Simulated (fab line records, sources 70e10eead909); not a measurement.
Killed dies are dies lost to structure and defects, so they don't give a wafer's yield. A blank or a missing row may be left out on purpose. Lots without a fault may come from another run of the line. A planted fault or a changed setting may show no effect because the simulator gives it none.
Which tool did it? | flow nand_harc | 12 lots, 36 wafers sampled, at 3 steps of a route of 1159

WHAT THE GAUGES READ, wafer by wafer
NHARC_P_CONTACT_CD_MEAS_12: target cd 90 nm.
lot  | measured     | on        | cd_nm (nm)
L513 | day 6 04:44  | cd_sem-02 | 90.8 92.5 91.8
L519 | day 7 13:35  | cd_sem-02 | 93.8 96.0 95.0
L523 | day 8 18:25  | cd_sem-03 | 91.1 90.5 90.7
L522 | day 9 00:22  | cd_sem-03 | 89.5 89.5 90.1
L526 | day 9 04:17  | cd_sem-01 | 89.8 89.7 90.2
L527 | day 9 14:29  | cd_sem-01 | 89.9 90.0 89.3
L528 | day 9 18:53  | cd_sem-03 | 91.4 90.2 90.9
L530 | day 10 04:12 | cd_sem-02 | 90.9 91.3 90.8
L529 | day 10 04:54 | cd_sem-02 | 91.6 91.8 90.2
L531 | day 10 10:24 | cd_sem-03 | 89.6 89.7 89.5
L533 | day 10 18:14 | cd_sem-02 | 91.1 92.4 92.2
L532 | day 10 18:55 | cd_sem-03 | 90.3 89.6 89.9

WHICH TOOL RAN EACH LOT (tool, then ch and the chambers of the sampled wafers, then the start)
lot  | NHARC_P_CONTACT_DEP_30          | NHARC_P_CONTACT_EXPOSE_09
L513 | pecvd-04 ch 0,1,2, day 6 03:11  | arfi_scanner-02 ch 0, day 6 04:35
L519 | pecvd-01 ch 1,2, day 7 12:02    | arfi_scanner-02 ch 0, day 7 13:26
L523 | pecvd-01 ch 0,1, day 8 17:04    | arfi_scanner-02 ch 0, day 8 18:16
L522 | pecvd-04 ch 0,1,2, day 8 22:49  | arfi_scanner-02 ch 0, day 9 00:14
L526 | pecvd-03 ch 1,2, day 9 02:53    | arfi_scanner-02 ch 0, day 9 04:09
L527 | pecvd-01 ch 0,1,2, day 9 12:56  | arfi_scanner-01 ch 0, day 9 14:20
L528 | pecvd-01 ch 0,2, day 9 17:28    | arfi_scanner-01 ch 0, day 9 18:44
L530 | pecvd-03 ch 0,1,2, day 10 02:44 | arfi_scanner-02 ch 0, day 10 04:04
L529 | pecvd-03 ch 0,1,2, day 10 03:28 | arfi_scanner-02 ch 0, day 10 04:46
L531 | pecvd-03 ch 0,1,2, day 10 08:52 | arfi_scanner-01 ch 0, day 10 10:16
L533 | pecvd-04 ch 0,1,2, day 10 16:47 | arfi_scanner-01 ch 0, day 10 18:05
L532 | pecvd-04 ch 0,1,2, day 10 17:27 | arfi_scanner-03 ch 0, day 10 18:47
- NHARC_P_CONTACT_DEP_30: deposits SiNx, target thk 30 nm.
- NHARC_P_CONTACT_EXPOSE_09: exposes mask P CA, target cd 90 nm.

WHAT THE TOOLS THEMSELVES READ (means of the sampled wafers that have a number; where no wafer has one, the mark that the record gives instead)
NHARC_P_CONTACT_DEP_30.
lot  | tool     | heater_power_w (W) | susceptor_temp_C (C)
L513 | pecvd-04 | 660                | 399.88
L519 | pecvd-01 | 643                | 399.99
L523 | pecvd-01 | 787                | 399.97
L522 | pecvd-04 | 614                | 399.90
L526 | pecvd-03 | 686                | 400.12
L527 | pecvd-01 | 713                | 400.10
L528 | pecvd-01 | 586                | 400.17
L530 | pecvd-03 | 676                | 399.99
L529 | pecvd-03 | 639                | 400.10
L531 | pecvd-03 | 702                | 399.98
L533 | pecvd-04 | 641                | 399.83
L532 | pecvd-04 | 647                | 400.08

NHARC_P_CONTACT_EXPOSE_09.
lot  | tool            | focus_offset_nm (nm)
L513 | arfi_scanner-02 | 0.4
L519 | arfi_scanner-02 | 0.5
L523 | arfi_scanner-02 | 0.1
L522 | arfi_scanner-02 | -0.1
L526 | arfi_scanner-02 | -0.0
L527 | arfi_scanner-01 | -0.5
L528 | arfi_scanner-01 | 0.7
L530 | arfi_scanner-02 | -0.3
L529 | arfi_scanner-02 | -0.3
L531 | arfi_scanner-01 | 0.6
L533 | arfi_scanner-01 | -0.9
L532 | arfi_scanner-03 | -0.4

THE ANSWER, worked out from the rows above alone
Rule: what is usual is taken from the lots themselves. Put in order of their means at a reading, lots are off if they are a third of the lots or fewer, leave a main group of 4 or more, and stand apart from it by a gap of 3 or more times the standard deviation of the main group's means; of several such gaps the widest counts. A main group whose means are all the same, to the digits that the tables above print for the reading, isn't used. A lot without any number at a reading at which 4 lots or more have one is off too. The other lots that the step has rows for count as sound. The gauges are gone through in route order, then the tools' own readings, and for those a lot's mean is taken as printed above. The first step at which some lot is off is used, and at that step the reading that is off furthest; a lot without a number counts as furthest.
Off: L519, at NHARC_P_CONTACT_CD_MEAS_12 (cd_nm). The main group: mean 90.6 nm, standard deviation 0.8.
A tool fits if, at a process step before that reading, it ran every lot that is off, and no sound lot after the first of them. The gauges at NHARC_P_CONTACT_CD_MEAS_12 are tried like those tools. None of those tried fits.

WHAT THE SIMULATOR HAD PUT IN
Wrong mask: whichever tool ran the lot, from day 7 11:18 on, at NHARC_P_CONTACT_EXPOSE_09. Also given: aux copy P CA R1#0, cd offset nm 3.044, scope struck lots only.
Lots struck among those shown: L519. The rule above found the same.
